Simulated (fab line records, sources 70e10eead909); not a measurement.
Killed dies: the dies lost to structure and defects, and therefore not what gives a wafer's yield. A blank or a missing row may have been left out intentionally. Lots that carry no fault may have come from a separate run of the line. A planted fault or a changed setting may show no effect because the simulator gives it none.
A lot that was struck, set against a sound lot | flow nandHarc | 21 steps out of a route of 1302
Sound: these wafers, L739.4, L739.5, L739.6. Wafers L751.1, L751.3, L751.6 were the ones struck. The cause is given at the end.
Per side, at each step with rows, come the tool, then ch with its chambers, and then its first start. Under that, the readings that differ: sound wafers | struck wafers | difference of the means | sigmas: that difference in standard deviations of wafers without a fault.
alike: a reading whose means differ by less than 2 such deviations, as well as words and numbers matching on both sides. not compared: withheld readings; readings where some wafer has no value; bounds like >300 that might hide an equal value; numbers whose values overlap and for which the record gives no deviation.
Wherever a step has rows on one side only, a row that says differs or no value, or a row with sigmas, the two part there. When numbers do not overlap yet have no deviation, they are printed without sigmas and do not part them. A reading that every wafer of one side lacks parts them only if that side has two wafers or more.

NHARC_P_CONTACT_CMP_24: polishes, t overpolish 30 s, target thk 200 nm.
  sound on cmp-04 ch 1,2,3, day 7 02:39; struck on cmp-01 ch 0,1,2, day 12 05:33
  alike: motorCurrentA, overpolishRunS, timeToEndpointS
next, for these wafers, 1 step has no rows: NHARC_P_CONTACT_SRD_26.
NHARC_P_CONTACT_INSPECT_27:
  sound on defectInspect-01 at day 7 02:58; struck on defectInspect-02 at day 12 05:54
  alike: rawDefectCount
then, 8 steps without rows for these wafers: NHARC_P_M0_DEP_00 (deposits SiOC, target thk 150 nm); NHARC_P_M0_DEHYDRATE_01 (time 120 s); NHARC_P_M0_HMDS_02 (time 30 s); NHARC_P_M0_COAT_33 (time 65 s); NHARC_P_M0_COAT_03 (resist thk 90 nm); NHARC_P_M0_SOFTBAKE_04 (time 55 s); NHARC_P_M0_EBR_05; NHARC_P_M0_EXPOSE_06 (exposes mask P M0, target cd 90 nm).
NHARC_P_M0_PEB_07: peb time 65 s.
  sound on lithoTrack-06 ch 0, day 7 03:48; struck on lithoTrack-01 ch 0, day 12 06:44
reading               | sound              | struck            | difference | sigmas
heaterPowerTotalW (W) | 156.8 156.3 157.1  | 152.6 153.3 153.7 | -3.5       | -8
plateTempC (C)        | 99.97 100.14 99.85 | 98.50 98.40 98.75 | -1.44      | -12
then, 1 step without rows for these wafers: NHARC_P_M0_DEVELOP_08 (develop time 35 s).
NHARC_P_M0_CD_MEAS_09: target cd 90 nm.
  sound on cdSem-01 ch 0, day 7 03:53; struck on cdSem-02 ch 0, day 12 06:48
reading   | sound          | struck         | difference | sigmas
cdNm (nm) | 90.8 91.4 90.1 | 83.1 83.9 83.1 | -7.4       | -15
NHARC_P_M0_OVL_MEAS_10: pitch 180 nm.
  sound on overlay-01 at day 7 03:58; struck on overlay-02 at day 12 06:53
  alike: overlayXNm, overlayYNm
NHARC_P_M0_INSPECT_11:
  sound on defectInspect-01 at day 7 04:01; struck on defectInspect-02 at day 12 06:56
  alike: rawDefectCount
NHARC_P_M0_DESCUM_14: chemistry O2, time 3 s.
  sound on rieDiel-08 ch 1,2, day 7 04:04; struck on rieDiel-09 ch 0,1, day 12 06:59
reading                  | sound             | struck           | difference | sigmas
drypumpMotorCurrentA (A) | 6.1 5.6 6.1       | 4.7 6.0 4.7      | -0.8       | -2
model.P_M0.cdNm (nm)     | 90.96 90.99 90.64 | 83.7 83.66 84.11 | -7.0       | 
  alike: o2FlowSccm, oesProductAu, rfVppV, showerheadPlenumPTorr, throttleValvePct
  not compared: rfHoursCounterH
NHARC_P_M0_ETCH_34: etches the open film in N2/H2, target depth 40 nm, overetch 12 nm, time 43.94 s.
  sound on rieDiel-08 ch 0,1,3, day 7 04:10; struck on rieDiel-09 ch 0,1,2, day 12 07:06
  alike: drypumpMotorCurrentA, n2FlowSccm, oesProductAu, rfVppV, showerheadPlenumPTorr, throttleValvePct
  not compared: rfHoursCounterH
NHARC_P_M0_ETCH_15: etches the open film in C4F8/Ar, target depth 150 nm, overetch 15 nm, time 82.5 s.
  sound on rieDiel-08 ch 0,1,3; struck on rieDiel-09 ch 0,1,2
reading              | sound             | struck            | difference | sigmas
model.P_M0.cdNm (nm) | 90.54 91.05 90.78 | 83.16 83.52 83.83 | -7.29      | 
  alike: oesProductAu, rfVppV
  not compared: rfHoursCounterH
NHARC_P_M0_CD_MEAS_16:
  sound on cdSem-01 at day 7 04:22; struck on cdSem-02 at day 12 07:20
reading   | sound          | struck         | difference | sigmas
cdNm (nm) | 90.4 90.8 90.8 | 83.2 83.9 83.9 | -7.0       | -11
-- record jumps: 18 days between struck wafers' starts before vs after; left off in module P_M0, resumes in module END, first step shown is number 1302 of the route --
NHARC_END_SORT_01:
  sound on prober-01 ch 0, day 25 23:08; struck on prober-02 ch 0, day 30 08:37
reading             | sound     | struck   | difference | sigmas
sortRimYieldPct (%) | 93 98 100 | 86 88 90 | -9         | -2
  alike: defectLimitedYield, killedAtArray, killedAtOther, killedAtPeriphery, killedDies, killedOpen, killedShort, sort_bin_2_pct, sort_bin_3_pct, sort_bin_4_pct, sortNPass, sortYieldPct

WHERE THEY PART
Last at NHARC_END_SORT_01 as far as this record goes, first at NHARC_P_M0_PEB_07.

WHY: what had been put in by the simulator
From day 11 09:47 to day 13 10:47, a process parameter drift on lithoTrack-01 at NHARC_P_M0_PEB_07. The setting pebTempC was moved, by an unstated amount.
